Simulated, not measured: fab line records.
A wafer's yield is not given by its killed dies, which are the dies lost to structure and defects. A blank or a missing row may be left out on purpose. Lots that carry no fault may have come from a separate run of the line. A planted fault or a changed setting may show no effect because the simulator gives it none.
fab line records || flow nand_harc || part 2 of 2: steps 28 to 42 of 42
[record] {"lots": 5, "wafers": 15, "last_day": 30}
route steps=1302 shown P_STI@73 P_GATE@110
lots with no fault: from the same line, run without faults
start_h: the number of hours between the record's first day and the start of the first shown wafer of the lot || wait_h: hours elapsed since this lot's preceding step || " unchanged from the row above || L1.1+2: a row that stands for several wafers || - either no value or no given start || * or withheld: withheld || < > ~ a bound
route shown NAME@n: names a module that has steps shown in the file, with the first one's number in the route || usual: average and standard deviation across the fault-free wafers || same: alike in all rows || chamber/n: place in a boat || sites: per-site readings || _std_site: the values' standard deviation || _edge_site: outer sites' mean less inner sites' || radius_mm: for every site, how far away it sits from the centre of the wafer || mask NAME#n: copy n || behind: the tool/chamber that last shaped the wafer || hold: why the lot went on hold/how many hours it stayed there/how the hold came to an end || device: which transistor (n, p or np) failed to switch || end of line: the same wafers' tests at the end of the route || step lacking rows: just its recipe || killed: dies lost to structure and defects at the first sort, not the wafer's yield || map: a wafer's dies, x killed, . not, _ none there
set.NAME: the setting as run; set.NAME@STEP: as run at that earlier step || model.NAME: the simulator's own value behind a step, which no gauge read
lots at selected steps of the route; one table per step, one row per wafer
services: the hour from which a tool's chamber was out of use, counted from the record's first day as start_h (under 0 if before that day), plus the number of hours and why
[[steps]]
[step NHARC_P_STI_CMP_21]
[recipe] {"t_overpolish_s": 20, "target_thk_nm": 380.67}
[usual] {"motor_current_A": "12.2/1.4", "overpolish_run_s": "20.001/0.0082", "pad_life_wafers": "194/110", "retaining_ring_pressure_frac": "1.000/0.0045", "slurry_flow_ml_min": "150.0/0.47"}
{"lot.wafer": "L080.4", "tool": "cmp-03", "chamber": 1, "start_h": 121.92, "wait_h": 0.4, "motor_current_A": 11.4, "overpolish_run_s": 20.011, "pad_life_wafers": 199, "retaining_ring_pressure_frac": 0.996, "slurry_flow_ml_min": 148.7}
{"lot.wafer": "L080.1", "tool": "cmp-03", "chamber": 3, "start_h": 121.92, "wait_h": 0.4, "motor_current_A": 10.4, "overpolish_run_s": 20.009, "pad_life_wafers": 201, "retaining_ring_pressure_frac": 0.999, "slurry_flow_ml_min": 149.6}
{"lot.wafer": "L080.6", "tool": "cmp-03", "chamber": 1, "start_h": 121.92, "wait_h": 0.4, "motor_current_A": 11.5, "overpolish_run_s": 19.988, "pad_life_wafers": "-", "retaining_ring_pressure_frac": 0.998, "slurry_flow_ml_min": 149.9}
{"lot.wafer": "L082.3", "tool": "cmp-04", "chamber": 1, "start_h": 149.98, "wait_h": 0.4, "motor_current_A": 13.1, "overpolish_run_s": 20.004, "pad_life_wafers": 120, "retaining_ring_pressure_frac": 1.001, "slurry_flow_ml_min": 150.2}
{"lot.wafer": "L082.1", "tool": "cmp-04", "chamber": 0, "start_h": 149.98, "wait_h": 0.4, "motor_current_A": 11.3, "overpolish_run_s": 19.998, "pad_life_wafers": 123, "retaining_ring_pressure_frac": 0.995, "slurry_flow_ml_min": 149.8}
{"lot.wafer": "L082.6", "tool": "cmp-04", "chamber": 1, "start_h": 149.98, "wait_h": 0.4, "motor_current_A": 12.8, "overpolish_run_s": 20.006, "pad_life_wafers": "-", "retaining_ring_pressure_frac": 1.005, "slurry_flow_ml_min": 149.8}
{"lot.wafer": "L087.4", "tool": "cmp-04", "chamber": 0, "start_h": 194.47, "wait_h": 0.4, "motor_current_A": 11.9, "overpolish_run_s": 20.004, "pad_life_wafers": 282, "retaining_ring_pressure_frac": 1.000, "slurry_flow_ml_min": 150.8}
{"lot.wafer": "L087.1", "tool": "cmp-04", "chamber": 1, "start_h": 194.47, "wait_h": 0.4, "motor_current_A": 12.9, "overpolish_run_s": 20.004, "pad_life_wafers": 283, "retaining_ring_pressure_frac": 0.999, "slurry_flow_ml_min": 151.4}
{"lot.wafer": "L087.2", "tool": "cmp-04", "chamber": 3, "start_h": 194.47, "wait_h": 0.4, "motor_current_A": 13.8, "overpolish_run_s": 19.986, "pad_life_wafers": 285, "retaining_ring_pressure_frac": 0.996, "slurry_flow_ml_min": 149.0}
{"lot.wafer": "L088.2", "tool": "cmp-01", "chamber": 0, "start_h": 207.49, "wait_h": 0.4, "motor_current_A": 12.0, "overpolish_run_s": 20.012, "pad_life_wafers": 72, "retaining_ring_pressure_frac": 0.999, "slurry_flow_ml_min": 150.0}
{"lot.wafer": "L088.4", "tool": "cmp-01", "chamber": 3, "start_h": 207.49, "wait_h": 0.4, "motor_current_A": 11.4, "overpolish_run_s": 19.994, "pad_life_wafers": 75, "retaining_ring_pressure_frac": 0.996, "slurry_flow_ml_min": 149.6}
{"lot.wafer": "L088.5", "tool": "cmp-01", "chamber": 0, "start_h": 207.49, "wait_h": 0.4, "motor_current_A": 11.5, "overpolish_run_s": 19.973, "pad_life_wafers": "-", "retaining_ring_pressure_frac": 1.004, "slurry_flow_ml_min": 151.2}
{"lot.wafer": "L090.4", "tool": "cmp-04", "chamber": 3, "start_h": 224.16, "wait_h": 0.4, "motor_current_A": 13.3, "overpolish_run_s": 19.997, "pad_life_wafers": 37, "retaining_ring_pressure_frac": 0.994, "slurry_flow_ml_min": 150.4}
{"lot.wafer": "L090.1", "tool": "cmp-04", "chamber": 1, "start_h": 224.16, "wait_h": 0.4, "motor_current_A": 13.0, "overpolish_run_s": 19.996, "pad_life_wafers": 39, "retaining_ring_pressure_frac": 0.991, "slurry_flow_ml_min": 149.9}
{"lot.wafer": "L090.5", "tool": "cmp-04", "chamber": 2, "start_h": 224.16, "wait_h": 0.4, "motor_current_A": 14.0, "overpolish_run_s": 20.016, "pad_life_wafers": "-", "retaining_ring_pressure_frac": 1.010, "slurry_flow_ml_min": 150.4}
[step NHARC_P_STI_SRD_35]
{"lot.wafer": "L080.1+6+4", "tool": "wet_bench-07", "chamber": "1,2,5", "start_h": 122.21, "wait_h": 0.0}
{"lot.wafer": "L082.6+3+1", "tool": "wet_bench-07", "chamber": "6,0,1", "start_h": 150.29, "wait_h": 0.0}
{"lot.wafer": "L087.1+2+4", "tool": "wet_bench-09", "chamber": "1,2,3", "start_h": 194.77, "wait_h": 0.0}
{"lot.wafer": "L088.4+5+2", "tool": "wet_bench-07", "chamber": "6,0,1", "start_h": 207.79, "wait_h": 0.0}
{"lot.wafer": "L090.1+5+4", "tool": "wet_bench-05", "chamber": "6,0,3", "start_h": 224.45, "wait_h": 0.0}
[step NHARC_P_STI_ETCH_36]
[recipe] {"target_depth_a": 388, "chemistry": "dHF", "material": "SiO2"}
{"lot.wafer": "L080.1+6+4", "tool": "wet_bench-07", "chamber": "1,2,5", "start_h": 122.23, "wait_h": 0.0}
{"lot.wafer": "L082.6+3+1", "tool": "wet_bench-07", "chamber": "6,0,1", "start_h": 150.31, "wait_h": 0.0}
{"lot.wafer": "L087.1+2+4", "tool": "wet_bench-09", "chamber": "1,2,3", "start_h": 194.79, "wait_h": 0.0}
{"lot.wafer": "L088.4+5+2", "tool": "wet_bench-07", "chamber": "6,0,1", "start_h": 207.82, "wait_h": 0.0}
{"lot.wafer": "L090.1+5+4", "tool": "wet_bench-05", "chamber": "6,0,3", "start_h": 224.47, "wait_h": 0.0}
[step NHARC_P_STI_STRIP_24]
[recipe] {"temp_c": 160, "chemistry": "H3PO4", "material": "Si3N4"}
{"lot.wafer": "L080.1+6+4", "tool": "wet_bench-07", "chamber": "1,2,5", "start_h": 122.25, "wait_h": 0.0}
{"lot.wafer": "L082.6+3+1", "tool": "wet_bench-07", "chamber": "6,0,1", "start_h": 150.34, "wait_h": 0.0}
{"lot.wafer": "L087.1+2+4", "tool": "wet_bench-09", "chamber": "1,2,3", "start_h": 194.81, "wait_h": 0.0}
{"lot.wafer": "L088.4+5+2", "tool": "wet_bench-07", "chamber": "6,0,1", "start_h": 207.83, "wait_h": 0.0}
{"lot.wafer": "L090.1+5+4", "tool": "wet_bench-05", "chamber": "6,0,3", "start_h": 224.49, "wait_h": 0.0}
[step NHARC_P_STI_ETCH_37]
[recipe] {"target_depth_a": 110, "chemistry": "dHF", "material": "SiO2"}
{"lot.wafer": "L080.1+6+4", "tool": "wet_bench-07", "chamber": "1,2,5", "start_h": "-", "wait_h": "-"}
{"lot.wafer": "L082.6+3+1", "tool": "wet_bench-07", "chamber": "6,0,1", "start_h": "-", "wait_h": "-"}
{"lot.wafer": "L087.1+2+4", "tool": "wet_bench-09", "chamber": "1,2,3", "start_h": "-", "wait_h": "-"}
{"lot.wafer": "L088.4+5+2", "tool": "wet_bench-07", "chamber": "6,0,1", "start_h": "-", "wait_h": "-"}
{"lot.wafer": "L090.1+5+4", "tool": "wet_bench-05", "chamber": "6,0,3", "start_h": "-", "wait_h": "-"}
[step NHARC_P_STI_PRECLEAN_38]
[recipe] {"time_s": "*", "temp_c": 50, "bath_age_min": 0, "chemistry": "SC1"}
{"lot.wafer": "L080.1+6+4", "tool": "wet_bench-07", "chamber": "1,2,5", "start_h": "-", "wait_h": "-"}
{"lot.wafer": "L082.6+3+1", "tool": "wet_bench-07", "chamber": "6,0,1", "start_h": "-", "wait_h": "-"}
{"lot.wafer": "L087.1+2+4", "tool": "wet_bench-09", "chamber": "1,2,3", "start_h": "-", "wait_h": "-"}
{"lot.wafer": "L088.4+5+2", "tool": "wet_bench-07", "chamber": "6,0,1", "start_h": "-", "wait_h": "-"}
{"lot.wafer": "L090.1+5+4", "tool": "wet_bench-05", "chamber": "6,0,3", "start_h": "-", "wait_h": "-"}
[step NHARC_P_STI_SRD_39]
{"lot.wafer": "L080.1+6+4", "tool": "wet_bench-07", "chamber": "1,2,5", "start_h": "-", "wait_h": "-"}
{"lot.wafer": "L082.6+3+1", "tool": "wet_bench-07", "chamber": "6,0,1", "start_h": "-", "wait_h": "-"}
{"lot.wafer": "L087.1+2+4", "tool": "wet_bench-09", "chamber": "1,2,3", "start_h": "-", "wait_h": "-"}
{"lot.wafer": "L088.4+5+2", "tool": "wet_bench-07", "chamber": "6,0,1", "start_h": "-", "wait_h": "-"}
{"lot.wafer": "L090.1+5+4", "tool": "wet_bench-05", "chamber": "6,0,3", "start_h": "-", "wait_h": "-"}
[step NHARC_P_STI_OXIDE_40]
[recipe] {"target_thk_a": 100, "temp_c": 900, "ox_time_s": 1362, "material": "SiO2"}
[usual] {"spike_tc_lower_C": "899.3/1.2", "zone_power_top_pct": "32.8/2.7"}
{"lot.wafer": "L080.1", "tool": "furnace-04", "chamber": 0, "start_h": 125.91, "wait_h": "-", "spike_tc_lower_C": 898.8, "zone_power_top_pct": 30.0}
{"lot.wafer": "L080.4", "tool": "furnace-04", "chamber": 0, "start_h": 125.91, "wait_h": "-", "spike_tc_lower_C": 898.8, "zone_power_top_pct": 30.2}
{"lot.wafer": "L080.6", "tool": "furnace-04", "chamber": 0, "start_h": 125.91, "wait_h": "-", "spike_tc_lower_C": 897.5, "zone_power_top_pct": 30.1}
{"lot.wafer": "L082.1", "tool": "furnace-04", "chamber": 0, "start_h": 155.85, "wait_h": "-", "spike_tc_lower_C": 899.3, "zone_power_top_pct": 30.1}
{"lot.wafer": "L082.3", "tool": "furnace-04", "chamber": 0, "start_h": 155.85, "wait_h": "-", "spike_tc_lower_C": 897.6, "zone_power_top_pct": 30.1}
{"lot.wafer": "L082.6", "tool": "furnace-04", "chamber": 0, "start_h": 155.85, "wait_h": "-", "spike_tc_lower_C": 899.2, "zone_power_top_pct": 30.1}
{"lot.wafer": "L087.1", "tool": "furnace-07", "chamber": 0, "start_h": 198.87, "wait_h": "-", "spike_tc_lower_C": 901.0, "zone_power_top_pct": 36.1}
{"lot.wafer": "L087.2", "tool": "furnace-07", "chamber": 0, "start_h": 198.87, "wait_h": "-", "spike_tc_lower_C": 900.4, "zone_power_top_pct": 35.8}
{"lot.wafer": "L087.4", "tool": "furnace-07", "chamber": 0, "start_h": 198.87, "wait_h": "-", "spike_tc_lower_C": 897.8, "zone_power_top_pct": 35.1}
{"lot.wafer": "L088.2", "tool": "furnace-07", "chamber": 0, "start_h": 211.90, "wait_h": "-", "spike_tc_lower_C": 900.0, "zone_power_top_pct": 35.4}
{"lot.wafer": "L088.4", "tool": "furnace-07", "chamber": 0, "start_h": 211.90, "wait_h": "-", "spike_tc_lower_C": 901.4, "zone_power_top_pct": 34.8}
{"lot.wafer": "L088.5", "tool": "furnace-07", "chamber": 0, "start_h": 211.90, "wait_h": "-", "spike_tc_lower_C": 899.9, "zone_power_top_pct": 35.2}
{"lot.wafer": "L090.1", "tool": "furnace-04", "chamber": 0, "start_h": 228.06, "wait_h": "-", "spike_tc_lower_C": 898.8, "zone_power_top_pct": 29.6}
{"lot.wafer": "L090.4", "tool": "furnace-04", "chamber": 0, "start_h": 228.06, "wait_h": "-", "spike_tc_lower_C": 898.5, "zone_power_top_pct": 30.0}
{"lot.wafer": "L090.5", "tool": "furnace-04", "chamber": 0, "start_h": 228.06, "wait_h": "-", "spike_tc_lower_C": 898.5, "zone_power_top_pct": 30.5}
[step NHARC_P_STI_INSPECT_25]
[usual] {"raw_defect_count": "219/72"}
{"lot.wafer": "L080.1", "tool": "defect_inspect-02", "chamber": "-", "start_h": 129.96, "wait_h": 0.4, "raw_defect_count": 266}
{"lot.wafer": "L080.4", "tool": "defect_inspect-02", "chamber": "-", "start_h": 129.96, "wait_h": 0.4, "raw_defect_count": 248}
{"lot.wafer": "L080.6", "tool": "defect_inspect-02", "chamber": "-", "start_h": 129.96, "wait_h": 0.4, "raw_defect_count": 293}
{"lot.wafer": "L082.1", "tool": "defect_inspect-01", "chamber": "-", "start_h": 159.88, "wait_h": 0.4, "raw_defect_count": 381}
{"lot.wafer": "L082.3", "tool": "defect_inspect-01", "chamber": "-", "start_h": 159.88, "wait_h": 0.4, "raw_defect_count": 153}
{"lot.wafer": "L082.6", "tool": "defect_inspect-01", "chamber": "-", "start_h": 159.88, "wait_h": 0.4, "raw_defect_count": 212}
{"lot.wafer": "L087.1", "tool": "defect_inspect-01", "chamber": "-", "start_h": 202.91, "wait_h": 0.4, "raw_defect_count": 268}
{"lot.wafer": "L087.2", "tool": "defect_inspect-01", "chamber": "-", "start_h": 202.91, "wait_h": 0.4, "raw_defect_count": 353}
{"lot.wafer": "L087.4", "tool": "defect_inspect-01", "chamber": "-", "start_h": 202.91, "wait_h": 0.4, "raw_defect_count": 363}
{"lot.wafer": "L088.2", "tool": "defect_inspect-02", "chamber": "-", "start_h": 215.94, "wait_h": 0.4, "raw_defect_count": 196}
{"lot.wafer": "L088.4", "tool": "defect_inspect-02", "chamber": "-", "start_h": 215.94, "wait_h": 0.4, "raw_defect_count": 165}
{"lot.wafer": "L088.5", "tool": "defect_inspect-02", "chamber": "-", "start_h": 215.94, "wait_h": 0.4, "raw_defect_count": 169}
{"lot.wafer": "L090.1", "tool": "defect_inspect-01", "chamber": "-", "start_h": 232.13, "wait_h": 0.4, "raw_defect_count": 249}
{"lot.wafer": "L090.4", "tool": "defect_inspect-01", "chamber": "-", "start_h": 232.13, "wait_h": 0.4, "raw_defect_count": 204}
{"lot.wafer": "L090.5", "tool": "defect_inspect-01", "chamber": "-", "start_h": 232.13, "wait_h": 0.4, "raw_defect_count": 292}
[step NHARC_P_GATE_ETCH_69]
[recipe] {"target_depth_a": 140, "chemistry": "dHF", "material": "SiO2"}
{"lot.wafer": "L080.6+4+1", "tool": "wet_bench-04", "chamber": "3,4,5", "start_h": 130.05, "wait_h": 0.1}
{"lot.wafer": "L082.1+3+6", "tool": "wet_bench-02", "chamber": "1,3,4", "start_h": 159.93, "wait_h": 0.1}
{"lot.wafer": "L087.1+2+4", "tool": "wet_bench-04", "chamber": "5,6,0", "start_h": 202.96, "wait_h": 0.1}
{"lot.wafer": "L088.5+2+4", "tool": "wet_bench-06", "chamber": "6,0,1", "start_h": 216.03, "wait_h": 0.1}
{"lot.wafer": "L090.5+4+1", "tool": "wet_bench-02", "chamber": "1,2,4", "start_h": 232.18, "wait_h": 0.0}
[step NHARC_P_GATE_PRECLEAN_70]
[recipe] {"time_s": "*", "temp_c": 50, "bath_age_min": 0, "chemistry": "SC1"}
{"lot.wafer": "L080.6+4+1", "tool": "wet_bench-04", "chamber": "3,4,5", "start_h": 130.12, "wait_h": 0.1}
{"lot.wafer": "L082.1+3+6", "tool": "wet_bench-02", "chamber": "1,3,4", "start_h": 160.04, "wait_h": 0.1}
{"lot.wafer": "L087.1+2+4", "tool": "wet_bench-04", "chamber": "5,6,0", "start_h": 203.06, "wait_h": 0.1}
{"lot.wafer": "L088.5+2+4", "tool": "wet_bench-06", "chamber": "6,0,1", "start_h": 216.09, "wait_h": 0.1}
{"lot.wafer": "L090.5+4+1", "tool": "wet_bench-02", "chamber": "1,2,4", "start_h": 232.28, "wait_h": 0.1}
[step NHARC_P_GATE_SRD_01]
{"lot.wafer": "L080.6+4+1", "tool": "wet_bench-04", "chamber": "3,4,5", "start_h": "-", "wait_h": "-"}
{"lot.wafer": "L082.1+3+6", "tool": "wet_bench-02", "chamber": "1,3,4", "start_h": "-", "wait_h": "-"}
{"lot.wafer": "L087.1+2+4", "tool": "wet_bench-04", "chamber": "5,6,0", "start_h": "-", "wait_h": "-"}
{"lot.wafer": "L088.5+2+4", "tool": "wet_bench-06", "chamber": "6,0,1", "start_h": "-", "wait_h": "-"}
{"lot.wafer": "L090.5+4+1", "tool": "wet_bench-02", "chamber": "1,2,4", "start_h": "-", "wait_h": "-"}
[step NHARC_P_GATE_OXIDE_02]
[recipe] {"target_thk_a": 375, "temp_c": 950, "p_h2o_torr": 720, "ox_time_s": 365, "material": "SiO2"}
[usual] {"spike_tc_lower_C": "950.4/1.3", "zone_power_top_pct": "39/3.3"}
{"lot.wafer": "L080.1", "tool": "furnace-08", "chamber": 0, "start_h": 137.47, "wait_h": "-", "spike_tc_lower_C": 949.5, "zone_power_top_pct": 41}
{"lot.wafer": "L080.4", "tool": "furnace-08", "chamber": 0, "start_h": 137.47, "wait_h": "-", "spike_tc_lower_C": 949.7, "zone_power_top_pct": 41}
{"lot.wafer": "L080.6", "tool": "furnace-08", "chamber": 0, "start_h": 137.47, "wait_h": "-", "spike_tc_lower_C": 948.2, "zone_power_top_pct": 41}
{"lot.wafer": "L082.1", "tool": "furnace-08", "chamber": 0, "start_h": 164.36, "wait_h": "-", "spike_tc_lower_C": 950.9, "zone_power_top_pct": 41}
{"lot.wafer": "L082.3", "tool": "furnace-08", "chamber": 0, "start_h": 164.36, "wait_h": "-", "spike_tc_lower_C": 948.9, "zone_power_top_pct": 41}
{"lot.wafer": "L082.6", "tool": "furnace-08", "chamber": 0, "start_h": 164.36, "wait_h": "-", "spike_tc_lower_C": 950.7, "zone_power_top_pct": 41}
{"lot.wafer": "L087.1", "tool": "furnace-06", "chamber": 0, "start_h": 207.05, "wait_h": "-", "spike_tc_lower_C": 951.9, "zone_power_top_pct": 43}
{"lot.wafer": "L087.2", "tool": "furnace-06", "chamber": 0, "start_h": 207.05, "wait_h": "-", "spike_tc_lower_C": 949.5, "zone_power_top_pct": 43}
{"lot.wafer": "L087.4", "tool": "furnace-06", "chamber": 0, "start_h": 207.05, "wait_h": "-", "spike_tc_lower_C": 948.4, "zone_power_top_pct": 43}
{"lot.wafer": "L088.2", "tool": "furnace-08", "chamber": 0, "start_h": 219.30, "wait_h": "-", "spike_tc_lower_C": 950.1, "zone_power_top_pct": 41}
{"lot.wafer": "L088.4", "tool": "furnace-08", "chamber": 0, "start_h": 219.30, "wait_h": "-", "spike_tc_lower_C": 947.9, "zone_power_top_pct": 41}
{"lot.wafer": "L088.5", "tool": "furnace-08", "chamber": 0, "start_h": 219.30, "wait_h": "-", "spike_tc_lower_C": 953.2, "zone_power_top_pct": 41}
{"lot.wafer": "L090.1", "tool": "furnace-01", "chamber": 0, "start_h": 235.62, "wait_h": "-", "spike_tc_lower_C": 951.9, "zone_power_top_pct": 35}
{"lot.wafer": "L090.4", "tool": "furnace-01", "chamber": 0, "start_h": 235.62, "wait_h": "-", "spike_tc_lower_C": 952.2, "zone_power_top_pct": 35}
{"lot.wafer": "L090.5", "tool": "furnace-01", "chamber": 0, "start_h": 235.62, "wait_h": "-", "spike_tc_lower_C": 952.8, "zone_power_top_pct": 36}
[step NHARC_P_GATE_DEHYDRATE_03]
[recipe] {"temp_c": 150, "time_s": 120}
{"lot.wafer": "L080.1+4+6", "tool": "litho_track-05", "chamber": 0, "start_h": 142.04, "wait_h": 0.4}
{"lot.wafer": "L082.1+3+6", "tool": "litho_track-02", "chamber": 0, "start_h": 169.02, "wait_h": 0.4}
{"lot.wafer": "L087.1+2+4", "tool": "litho_track-02", "chamber": 0, "start_h": 211.66, "wait_h": 0.4}
{"lot.wafer": "L088.2+4+5", "tool": "litho_track-05", "chamber": 0, "start_h": 223.88, "wait_h": 0.4}
{"lot.wafer": "L090.1+4+5", "tool": "litho_track-07", "chamber": 0, "start_h": 240.20, "wait_h": 0.4}
[step NHARC_P_GATE_HMDS_04]
[recipe] {"time_s": 30}
{"lot.wafer": "L080.1+4+6", "tool": "litho_track-05", "chamber": 0, "start_h": "-", "wait_h": "-"}
{"lot.wafer": "L082.1+3+6", "tool": "litho_track-02", "chamber": 0, "start_h": "-", "wait_h": "-"}
{"lot.wafer": "L087.1+2+4", "tool": "litho_track-02", "chamber": 0, "start_h": "-", "wait_h": "-"}
{"lot.wafer": "L088.2+4+5", "tool": "litho_track-05", "chamber": 0, "start_h": "-", "wait_h": "-"}
{"lot.wafer": "L090.1+4+5", "tool": "litho_track-07", "chamber": 0, "start_h": "-", "wait_h": "-"}
[[services]]
{"tool": "rie_diel-11", "chamber": "-", "start_h": 78.50, "hours": 9.0, "kind": "pm"}
{"tool": "wet_bench-05", "chamber": "-", "start_h": 84.80, "hours": 8.0, "kind": "pm"}
{"tool": "krf_scanner-03", "chamber": "-", "start_h": 89.52, "hours": 0.8, "kind": "repair"}
{"tool": "litho_track-03", "chamber": "-", "start_h": 100.00, "hours": 7.0, "kind": "pm"}
{"tool": "cmp-04", "chamber": "-", "start_h": 104.35, "hours": 2.3, "kind": "repair"}
{"tool": "wet_bench-02", "chamber": "-", "start_h": 107.05, "hours": 7.2, "kind": "repair"}
{"tool": "hdpcvd-01", "chamber": "-", "start_h": 110.75, "hours": 2.0, "kind": "repair"}
{"tool": "krf_scanner-03", "chamber": "-", "start_h": 110.86, "hours": 0.2, "kind": "repair"}
{"tool": "cmp-04", "chamber": "-", "start_h": 111.07, "hours": 4.0, "kind": "pm"}
{"tool": "krf_scanner-03", "chamber": "-", "start_h": 114.65, "hours": 0.2, "kind": "repair"}
{"tool": "furnace-05", "chamber": "-", "start_h": 119.58, "hours": 26.0, "kind": "pm"}
{"tool": "cmp-04", "chamber": "-", "start_h": 121.70, "hours": 8.3, "kind": "repair"}
{"tool": "litho_track-05", "chamber": "-", "start_h": 124.00, "hours": 7.0, "kind": "pm"}
{"tool": "rie_diel-08", "chamber": 1, "start_h": 140.35, "hours": 5.1, "kind": "repair"}
{"tool": "wet_bench-07", "chamber": "-", "start_h": 164.37, "hours": 8.0, "kind": "pm"}
{"tool": "wet_bench-09", "chamber": "-", "start_h": 176.80, "hours": 8.0, "kind": "pm"}
{"tool": "rie_diel-08", "chamber": "-", "start_h": 183.59, "hours": 0.3, "kind": "repair"}
{"tool": "hdpcvd-01", "chamber": "-", "start_h": 185.00, "hours": 13.0, "kind": "pm"}
{"tool": "rie_diel-08", "chamber": "-", "start_h": 190.80, "hours": 9.0, "kind": "pm"}
{"tool": "wet_bench-06", "chamber": "-", "start_h": 193.64, "hours": 8.0, "kind": "pm"}
{"tool": "cmp-04", "chamber": "-", "start_h": 209.07, "hours": 4.0, "kind": "pm"}
{"tool": "krf_scanner-03", "chamber": "-", "start_h": 222.07, "hours": 0.1, "kind": "repair"}
{"tool": "litho_track-02", "chamber": "-", "start_h": 227.00, "hours": 7.0, "kind": "pm"}
{"tool": "wet_bench-04", "chamber": "-", "start_h": 227.20, "hours": 8.0, "kind": "pm"}
